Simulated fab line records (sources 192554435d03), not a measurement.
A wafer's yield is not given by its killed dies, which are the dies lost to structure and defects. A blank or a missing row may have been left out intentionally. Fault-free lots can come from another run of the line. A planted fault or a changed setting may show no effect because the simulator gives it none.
fab line records	flow n5_finfet	part 2 of 2: steps 4 to 6 of 6
record lots=23	wafers=69	last_day=20
route steps=1938 shown BEOL_M3@954
lots untouched by any fault: they come from a run of this same line in which no faults occurred
start_h: start of the lot's first displayed wafer, in hours after the record's first day	wait_h: hours since the lot's step before	" as in the row above	L1.1+2: a row that stands for several wafers	- either no value or no given start	* or withheld: withheld	< > ~ a bound
route shown NAME@n: NAME is a module with steps in the file, n the number in the route of the first one	usual: mean/standard deviation of fault-free wafers	same: alike in all rows	chamber/n: place in a boat	sites: each site's reading	_std_site: standard deviation across them	_edge_site: inner sites' mean taken away from outer sites' mean	radius_mm: for every site, how far away it sits from the centre of the wafer	mask NAME#n: copy n	behind: tool/chamber where the wafer was last shaped	hold: why the lot went on hold/how many hours it stayed there/how the hold came to an end	device: whichever transistor did not switch (one of n, p or np)	end of line: the route-end tests of the same wafers	step lacking rows: just its recipe	killed: dies that structure and defects cost at the first sort, which is not the same as the wafer's yield	map: the dies of a wafer, with x for killed, . for not killed, _ for no die there
set.NAME: the setting as run; set.NAME@STEP: as run at that earlier step	model.NAME: the simulator's own value behind a step, which no gauge read
the route's steps for a sample of lots (tables are steps, rows are wafers)
services: when a tool's chamber went out of use (start_h, in hours from the record's first day, below 0 if earlier), for how many hours, and the reason
## steps
# step N5_BEOL_M3_PRE_CLEAN_45
# recipe gas=H2/He	time_s=30	temp_c=250
# usual heater_power_w=328/24
lot.wafer	tool	chamber	start_h	wait_h	heater_power_w
L074.2	pvd_sputter-01	-	163.75	0.0	352
L074.3	"	-	"	"	343
L074.5	"	-	"	"	336
L075.3	pvd_sputter-03	-	184.54	0.0	320
L075.5	"	-	"	"	305
L075.6	"	-	"	"	342
L076.1	pvd_sputter-02	-	188.87	0.0	298
L076.4	"	-	"	"	340
L076.5	"	-	"	"	291
L077.1	pvd_sputter-02	-	194.93	0.0	292
L077.4	"	-	"	"	312
L077.5	"	-	"	"	328
L078.1	pvd_sputter-03	-	195.08	0.0	321
L078.3	"	-	"	"	331
L078.6	"	-	"	"	339
L079.1	pvd_sputter-03	-	198.56	0.0	330
L079.4	"	-	"	"	317
L079.6	"	-	"	"	318
L082.2	pvd_sputter-01	-	223.73	0.0	371
L082.4	"	-	"	"	343
L082.5	"	-	"	"	345
L083.2	pvd_sputter-01	-	224.14	0.0	365
L083.5	"	-	"	"	297
L083.6	"	-	"	"	355
L081.2	pvd_sputter-01	-	228.11	0.0	332
L081.3	"	-	"	"	327
L081.4	"	-	"	"	300
L080.1	pvd_sputter-01	-	237.63	0.0	343
L080.3	"	-	"	"	299
L080.6	"	-	"	"	342
L084.1	pvd_sputter-02	-	246.72	0.0	286
L084.4	"	-	"	"	312
L084.6	"	-	"	"	347
L085.1	pvd_sputter-03	-	251.61	0.0	359
L085.2	"	-	"	"	335
L085.4	"	-	"	"	303
L088.1	pvd_sputter-01	-	254.63	0.0	369
L088.2	"	-	"	"	336
L088.6	"	-	"	"	296
L087.1	pvd_sputter-03	-	262.84	0.0	355
L087.2	"	-	"	"	325
L087.4	"	-	"	"	338
L086.2	pvd_sputter-03	-	276.62	0.0	339
L086.4	"	-	"	"	324
L086.6	"	-	"	"	357
L089.1	pvd_sputter-01	-	280.54	0.0	299
L089.2	"	-	"	"	345
L089.6	"	-	"	"	298
L091.1	pvd_sputter-01	-	284.60	0.0	369
L091.4	"	-	"	"	342
L091.5	"	-	"	"	296
L090.1	pvd_sputter-01	-	292.65	0.0	337
L090.3	"	-	"	"	296
L090.5	"	-	"	"	365
L093.3	pvd_sputter-02	-	303.20	0.0	284
L093.4	"	-	"	"	320
L093.6	"	-	"	"	280
L092.1	pvd_sputter-02	-	303.64	0.0	320
L092.3	"	-	"	"	341
L092.5	"	-	"	"	321
L094.4	pvd_sputter-02	-	318.08	0.0	314
L094.5	"	-	"	"	315
L094.6	"	-	"	"	343
L096.2	pvd_sputter-01	-	318.38	0.0	338
L096.3	"	-	"	"	364
L096.4	"	-	"	"	295
L095.2	pvd_sputter-01	-	322.76	0.0	340
L095.4	"	-	"	"	334
L095.5	"	-	"	"	340
# step N5_BEOL_M3_ANNEAL_51
# recipe temp_c=225	time_s=90	ambient=N2
# usual anneal_temp_c_max=225.83/0.28	wafer_temp_C_max=226.0/0.33
lot.wafer	tool	chamber	start_h	wait_h	anneal_temp_c_max	wafer_temp_C_max
L074.2	rtp_anneal-01	0	166.30	0.1	225.76	225.6
L074.3	"	0	"	"	225.56	225.8
L074.5	"	0	"	"	225.88	225.6
L075.3	rtp_anneal-01	0	187.25	0.3	226.34	225.5
L075.5	"	0	"	"	225.99	226.0
L075.6	"	0	"	"	226.25	225.7
L076.1	rtp_anneal-02	0	191.47	0.1	225.50	226.3
L076.4	"	0	"	"	226.04	226.4
L076.5	"	0	"	"	225.49	226.6
L077.1	rtp_anneal-02	0	197.41	0.1	225.40	226.1
L077.4	"	0	"	"	225.31	226.5
L077.5	"	0	"	"	225.56	226.3
L078.1	rtp_anneal-02	0	197.68	0.1	225.89	226.2
L078.3	"	0	"	"	225.67	226.1
L078.6	"	0	"	"	225.64	225.6
L079.1	rtp_anneal-02	0	201.63	0.1	225.87	226.2
L079.4	"	0	"	"	225.47	226.2
L079.6	"	0	"	"	225.65	226.2
L082.2	rtp_anneal-02	0	226.27	0.1	225.72	226.5
L082.4	"	0	"	"	225.91	225.9
L082.5	"	0	"	"	225.64	226.2
L083.2	rtp_anneal-02	0	228.43	0.3	225.70	226.0
L083.5	"	0	"	"	225.60	226.0
L083.6	"	0	"	"	225.54	226.9
L081.2	rtp_anneal-01	0	231.63	0.1	225.71	225.9
L081.3	"	0	"	"	225.70	225.7
L081.4	"	0	"	"	225.86	226.0
L080.1	rtp_anneal-02	0	246.72	0.1	225.56	225.9
L080.3	"	0	"	"	225.95	226.0
L080.6	"	0	"	"	225.74	226.7
L084.1	rtp_anneal-01	0	249.33	0.1	225.86	225.6
L084.4	"	0	"	"	225.83	226.1
L084.6	"	0	"	"	225.81	225.5
L085.1	rtp_anneal-01	0	254.35	0.1	225.72	225.2
L085.2	"	0	"	"	226.37	225.4
L085.4	"	0	"	"	225.89	225.8
L088.1	rtp_anneal-01	0	257.21	0.1	226.00	226.0
L088.2	"	0	"	"	226.13	226.0
L088.6	"	0	"	"	225.77	225.5
L087.1	rtp_anneal-02	0	267.11	0.1	226.02	226.0
L087.2	"	0	"	"	225.92	226.1
L087.4	"	0	"	"	225.82	226.0
L086.2	rtp_anneal-02	0	279.47	0.2	225.37	226.6
L086.4	"	0	"	"	225.83	226.3
L086.6	"	0	"	"	225.50	225.9
L089.1	rtp_anneal-01	0	284.41	0.4	226.38	226.0
L089.2	"	0	"	"	225.87	225.6
L089.6	"	0	"	"	225.82	225.5
L091.1	rtp_anneal-02	0	291.36	0.1	225.74	226.3
L091.4	"	0	"	"	225.62	225.9
L091.5	"	0	"	"	225.63	226.6
L090.1	rtp_anneal-01	0	295.58	0.1	226.44	225.9
L090.3	"	0	"	"	226.19	225.8
L090.5	"	0	"	"	226.04	225.5
L093.3	rtp_anneal-02	0	305.91	0.1	226.16	226.1
L093.4	"	0	"	"	226.01	226.1
L093.6	"	0	"	"	225.84	226.1
L092.1	rtp_anneal-02	0	307.66	0.1	225.87	226.8
L092.3	"	0	"	"	225.84	226.4
L092.5	"	0	"	"	225.53	226.3
L094.4	rtp_anneal-02	0	320.79	0.2	225.65	226.3
L094.5	"	0	"	"	225.73	226.1
L094.6	"	0	"	"	225.67	225.9
L096.2	rtp_anneal-02	0	321.49	0.1	225.88	226.2
L096.3	"	0	"	"	225.97	226.2
L096.4	"	0	"	"	225.88	226.4
L095.2	rtp_anneal-02	0	325.62	0.1	225.24	226.2
L095.4	"	0	"	"	225.81	226.5
L095.5	"	0	"	"	225.36	226.4
# step N5_BEOL_M3_INSPECT_59
# recipe inspect_instrument=darkfield	mode=post_dep
# usual raw_defect_count=69/19
lot.wafer	tool	chamber	start_h	wait_h	raw_defect_count
L074.2	defect_inspect-02	-	167.18	0.0	63
L074.3	"	-	"	"	66
L074.5	"	-	"	"	51
L075.3	defect_inspect-02	-	188.05	0.0	68
L075.5	"	-	"	"	62
L075.6	"	-	"	"	109
L076.1	defect_inspect-02	-	192.35	0.0	86
L076.4	"	-	"	"	89
L076.5	"	-	"	"	63
L077.1	defect_inspect-02	-	198.29	0.0	106
L077.4	"	-	"	"	102
L077.5	"	-	"	"	82
L078.1	defect_inspect-02	-	198.83	0.2	51
L078.3	"	-	"	"	74
L078.6	"	-	"	"	56
L079.1	defect_inspect-02	-	202.52	0.0	122
L079.4	"	-	"	"	69
L079.6	"	-	"	"	70
L082.2	defect_inspect-02	-	227.14	0.0	77
L082.4	"	-	"	"	59
L082.5	"	-	"	"	58
L083.2	defect_inspect-02	-	229.34	0.0	79
L083.5	"	-	"	"	79
L083.6	"	-	"	"	79
L081.2	defect_inspect-02	-	232.46	0.0	43
L081.3	"	-	"	"	53
L081.4	"	-	"	"	43
L080.1	defect_inspect-02	-	247.67	0.0	76
L080.3	"	-	"	"	36
L080.6	"	-	"	"	81
L084.1	defect_inspect-02	-	250.20	0.0	55
L084.4	"	-	"	"	93
L084.6	"	-	"	"	79
L085.1	defect_inspect-02	-	255.40	0.0	51
L085.2	"	-	"	"	110
L085.4	"	-	"	"	84
L088.1	defect_inspect-02	-	258.13	0.0	62
L088.2	"	-	"	"	50
L088.6	"	-	"	"	55
L087.1	defect_inspect-01	-	267.99	0.0	45
L087.2	"	-	"	"	56
L087.4	"	-	"	"	73
L086.2	defect_inspect-02	-	280.30	0.0	64
L086.4	"	-	"	"	44
L086.6	"	-	"	"	67
L089.1	defect_inspect-01	-	285.56	0.0	55
L089.2	"	-	"	"	85
L089.6	"	-	"	"	62
L091.1	defect_inspect-01	-	292.23	0.0	74
L091.4	"	-	"	"	99
L091.5	"	-	"	"	73
L090.1	defect_inspect-02	-	296.46	0.0	58
L090.3	"	-	"	"	92
L090.5	"	-	"	"	56
L093.3	defect_inspect-02	-	306.69	0.0	74
L093.4	"	-	"	"	79
L093.6	"	-	"	"	63
L092.1	defect_inspect-01	-	308.53	0.0	72
L092.3	"	-	"	"	54
L092.5	"	-	"	"	62
L094.4	defect_inspect-01	-	321.57	0.0	55
L094.5	"	-	"	"	55
L094.6	"	-	"	"	66
L096.2	defect_inspect-02	-	322.36	0.0	63
L096.3	"	-	"	"	42
L096.4	"	-	"	"	39
L095.2	defect_inspect-01	-	326.51	0.0	71
L095.4	"	-	"	"	69
L095.5	"	-	"	"	58
## services
tool	chamber	start_h	hours	kind
rie_metal-03	0	134.70	7.3	repair
rie_diel-03	3	139.89	3.5	repair
rie_metal-02	-	146.01	0.5	repair
rie_metal-03	1	148.07	-	clean
rie_metal-03	1	148.07	19.8	scheduled_down
rie_metal-03	1	148.07	19.8	vent_cycle
pvd_sputter-01	-	155.50	4.5	repair
rie_diel-02	2	162.48	6.6	repair
rie_diel-06	3	163.11	4.1	repair
rie_metal-01	-	193.38	14.6	pm
rie_metal-03	1	198.13	8.4	repair
rie_diel-03	3	200.07	23.7	repair
pvd_sputter-01	-	219.23	4.0	repair
rie_diel-03	2	220.43	3.6	repair
rie_metal-02	1	225.03	36.0	repair
rie_diel-02	3	230.01	2.4	repair
rie_diel-02	0	252.10	6.5	repair
rie_metal-03	-	256.49	1.2	repair
rie_metal-03	0	273.67	-	clean
rie_metal-03	0	273.67	26.6	scheduled_down
rie_diel-03	2	285.40	-	clean
rie_diel-03	2	285.40	-	consumable_replace:focus_ring
rie_diel-03	2	285.40	16.3	scheduled_down
rie_diel-03	2	285.40	16.3	vent_cycle
